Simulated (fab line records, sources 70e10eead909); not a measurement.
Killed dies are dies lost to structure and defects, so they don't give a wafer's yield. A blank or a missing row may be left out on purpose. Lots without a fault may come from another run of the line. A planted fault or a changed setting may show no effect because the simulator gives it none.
Chamber matching | flow nand_harc | NHARC_A_SLIT_ETCH_24 on rie_diel-01: 4 sister chambers
The step etches the open film in CF4/CHF3, target depth 121 nm, time 60.5 s. 14 wafers are shown with their chamber, then 7 later ones without.

WAFERS WITH THEIR CHAMBER
wafer  | chamber | showerhead_plenum_p_Torr (Torr) | rf_vpp_V (V) | run_length_s (s)
L211.2 | 2       | 1.49                            | 366.6        | 82.5
L211.5 | 3       | 1.67                            | 374.2        | 81.8
L211.6 | 0       | 1.63                            | 373.0        | 83.0
L213.3 | 0       | 1.63                            | 371.4        | 82.0
L213.4 | 3       | 1.67                            | 374.7        | 82.3
L213.6 | 0       | 1.63                            | 373.6        | 82.2
L217.3 | 1       | 1.63                            | 372.2        | 81.8
L217.5 | 1       | 1.63                            | 373.6        | 81.8
L217.6 | 0       | 1.63                            | 371.8        | 82.3
L224.2 | 0       | 1.63                            | 372.4        | 82.4
L224.4 | 2       | 1.48                            | 368.3        | 82.7
L224.6 | 0       | 1.63                            | 372.9        | 82.1
L230.2 | 2       | 1.48                            | 367.0        | 82.7
L230.3 | 3       | 1.66                            | 371.4        | 81.8

SIGNATURES (means of the wafers above)
reading                  | chamber 0 | chamber 1 | chamber 2 | chamber 3 | scatter within a chamber
showerhead_plenum_p_Torr | 1.6300    | 1.6300    | 1.4833    | 1.6667    | 0.00365
rf_vpp_V                 | 372.517   | 372.900   | 367.300   | 373.433   | 1.11
run_length_s             | 82.333    | 81.800    | 82.633    | 81.967    | 0.288
Rule: a wafer's distance from a chamber is the root of the sum, over the readings, of the square of ((its reading less the chamber's mean) divided by the reading's scatter). The wafer belongs to the nearest chamber; if the next one is less than 2 further off, it can't be placed. The scatter: the root of (the sum of the squares of (reading less its chamber's mean) over the shown wafers, divided by (wafers less chambers)).

WAFERS WITHOUT THEIR CHAMBER
wafer  | showerhead_plenum_p_Torr (Torr) | rf_vpp_V (V) | run_length_s (s)
L230.6 | 1.63                            | 372.0        | 82.6
L232.2 | 1.66                            | 372.8        | 81.7
L232.3 | 1.63                            | 372.4        | 82.2
L232.6 | 1.48                            | 367.1        | 82.6
L234.3 | 1.63                            | 372.9        | 81.6
L234.4 | 1.63                            | 372.7        | 82.4
L234.6 | 1.63                            | 372.0        | 81.4

WHICH CHAMBER EACH WENT THROUGH
wafer  | from the rows above     | in truth
L230.6 | can't be placed: 0 or 1 | 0
L232.2 | 3                       | 3
L232.3 | can't be placed: 0 or 1 | 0
L232.6 | 2                       | 2
L234.3 | can't be placed: 1 or 0 | 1
L234.4 | can't be placed: 0 or 1 | 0
L234.6 | can't be placed: 1 or 0 | 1
Placed correctly: 2 of 7. Can't be placed from these rows: 5 (the true chamber is among the candidates in 5). Placed wrongly: 0.
